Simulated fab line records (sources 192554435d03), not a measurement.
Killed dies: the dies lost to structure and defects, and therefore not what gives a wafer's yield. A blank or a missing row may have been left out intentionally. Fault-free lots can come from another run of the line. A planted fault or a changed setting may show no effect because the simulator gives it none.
Which tool was responsible? | flow n5 finfet | 8 lots with 24 wafers sampled at 3 steps, on a route of 1938 steps

## WHAT THE GAUGES READ, wafer by wafer
N5_BEOL_M4_RC_MEAS_101. Usual: DIBL_N 35.3 mV/V, standard deviation 1.8; DIBL_P 35.2 mV/V, standard deviation 2.2; IOFF_N 0.144 nA/um, standard deviation 0.029; IOFF_P 0.19 nA/um, standard deviation 0.031; ION_N 670 uA/um, standard deviation 12; ION_P 460 uA/um, standard deviation 7.6; SS_N 71.2 mV/dec, standard deviation 0.62; SS_P 73.0 mV/dec, standard deviation 0.69; VT_N 251 mV, standard deviation 3.4; VT_P -251.4 mV, standard deviation 2.6.
lot  | measured     | on        | DIBL_N (mV/V)  | DIBL_P (mV/V)  | IOFF_N (nA/um)    | IOFF_P (nA/um) | ION_N (uA/um) | ION_P (uA/um) | SS_N (mV/dec)  | SS_P (mV/dec)  | VT_N (mV)   | VT_P (mV)            | flag
L310 | day 9 00:25  | prober-02 | 33.2 33.8 34.2 | 33.2 34.6 34.7 | 0.121 0.138 0.134 | 0.16 0.19 0.19 | 657 688 659   | 446 471 456   | 70.9 70.9 70.6 | 72.7 72.6 73.1 | 254 250 251 | -255.4 -251.3 -249.5 |
L320 | day 11 05:44 | prober-02 | 36.4 37.2 35.8 | 34.6 36.3 34.6 | 0.139 0.151 0.131 | 0.20 0.22 0.19 | 660 668 674   | 456 464 464   | 70.8 71.5 71.6 | 72.9 73.7 72.4 | 252 251 252 | -251.3 -249.3 -250.5 |
L326 | day 12 17:07 | prober-01 | 35.2 33.5 33.7 | 37.0 35.2 36.4 | 0.166 0.137 0.148 | 0.22 0.18 0.20 | 679 678 678   | 457 461 467   | 72.0 70.9 70.8 | 74.0 72.5 73.4 | 247 252 249 | -252.0 -254.6 -253.4 |
L327 | day 13 18:06 | prober-01 | 36.0 35.0 32.7 | 34.9 34.2 31.9 | 0.143 0.130 0.108 | 0.19 0.18 0.16 | 659 673 665   | 456 465 468   | 71.5 70.1 70.4 | 72.6 72.3 72.3 | 254 251 252 | -249.3 -252.6 -250.9 |
L329 | day 13 21:32 | prober-02 | 34.2 32.6 33.4 | 33.7 31.2 32.4 | 0.142 0.108 0.120 | 0.19 0.16 0.18 | 685 667 684   | 470 460 474   | 70.9 71.0 70.9 | 72.5 72.6 72.9 | 250 253 254 | -249.0 -253.1 -249.8 |
L330 | day 14 06:23 | prober-02 | 38.2 36.5 33.5 | 38.3 36.2 32.3 | 0.193 0.149 0.112 | 0.24 0.22 0.16 | 678 677 671   | 463 461 467   | 72.3 71.6 71.1 | 73.8 72.4 71.8 | 246 252 251 | -248.2 -249.9 -253.5 |
L331 | day 14 12:19 | prober-01 | 35.8 37.0 33.9 | 35.3 37.5 33.2 | 0.138 0.159 0.114 | 0.20 0.23 0.16 | 668 661 651   | 456 460 450   | 71.2 71.6 70.2 | 73.1 72.8 72.4 | 250 250 254 | -249.3 -248.0 -253.4 |
L332 | day 15 05:55 | prober-01 | 35.6 40.4 37.9 | 34.8 40.9 37.7 | 0.137 0.234 0.171 | 0.18 0.28 0.23 | 667 680 670   | 456 461 460   | 71.4 73.2 72.4 | 73.4 74.8 74.4 | 254 244 247 | -254.8 -247.3 -250.3 |

N5_BEOL_M7_CD_MEAS_18: pitch 80 nm, target cd 40 nm. Usual: 39.9 nm for cd nm, sd 0.66.
lot  | measured     | on        | cd nm (nm)     | flag
L310 | day 9 22:29  | cd sem-01 | 40.7 39.9 40.6 |
L320 | day 12 13:41 | cd sem-03 | 40.7 40.3 39.9 |
L326 | day 13 22:40 | cd sem-03 | 38.8 39.4 39.4 |
L327 | day 14 21:56 | cd sem-03 | 39.4 39.1 40.3 |
L329 | day 15 00:30 | cd sem-03 | 39.6 39.8 39.7 |
L330 | day 15 04:50 | cd sem-02 | 39.7 40.9 41.0 |
L331 | day 15 15:23 | cd sem-03 | 40.1 40.8 40.5 |
L332 | day 16 05:50 | cd sem-03 | 40.9 39.8 39.4 |

N5_BEOL_M7_INSPECT_30: inspects for defects (brightfield). Usual: 453 for raw defect count, sd 120.
lot  | measured     | on                | raw defect count | flag
L310 | day 10 00:16 | defect inspect-01 | 554 739 841      |
L320 | day 12 14:56 | defect inspect-01 | 458 355 526      |
L326 | day 14 01:38 | defect inspect-02 | 354 440 546      |
L327 | day 14 22:55 | defect inspect-02 | 531 691 481      |
L329 | day 15 01:34 | defect inspect-01 | 653 432 432      |
L330 | day 15 10:26 | defect inspect-01 | 558 491 634      |
L331 | day 15 21:16 | defect inspect-02 | 347 400 374      |
L332 | day 16 07:02 | defect inspect-02 | 308 509 391      |

## EACH LOT AND THE TOOL THAT RAN IT (in order: tool; ch and the chambers of the sampled wafers; start)
The record shows no process step preceding these readings.

## WHAT THE TOOLS THEMSELVES READ (means of the sampled wafers that have a number; where no wafer has one, the mark that the record gives instead)
The record holds no such reading with a usual standard deviation.

## THE ANSWER, worked out from the rows above alone
Rule: lot off if the mean of its wafers having a number is beyond 3 standard deviations from the usual mean. A lot without any number at a reading at which 4 lots or more have one is off too. Where the step has rows for the other lots, those lots are counted as sound. The gauges are gone through in route order, then the tools' own readings, and for those a lot's mean is taken as printed above. The first step at which some lot is off is used, and at that step the reading that is off furthest; a lot without a number counts as furthest.
No lot is off at any reading shown: from this, nothing can be told.

## WHAT THE SIMULATOR PUT IN
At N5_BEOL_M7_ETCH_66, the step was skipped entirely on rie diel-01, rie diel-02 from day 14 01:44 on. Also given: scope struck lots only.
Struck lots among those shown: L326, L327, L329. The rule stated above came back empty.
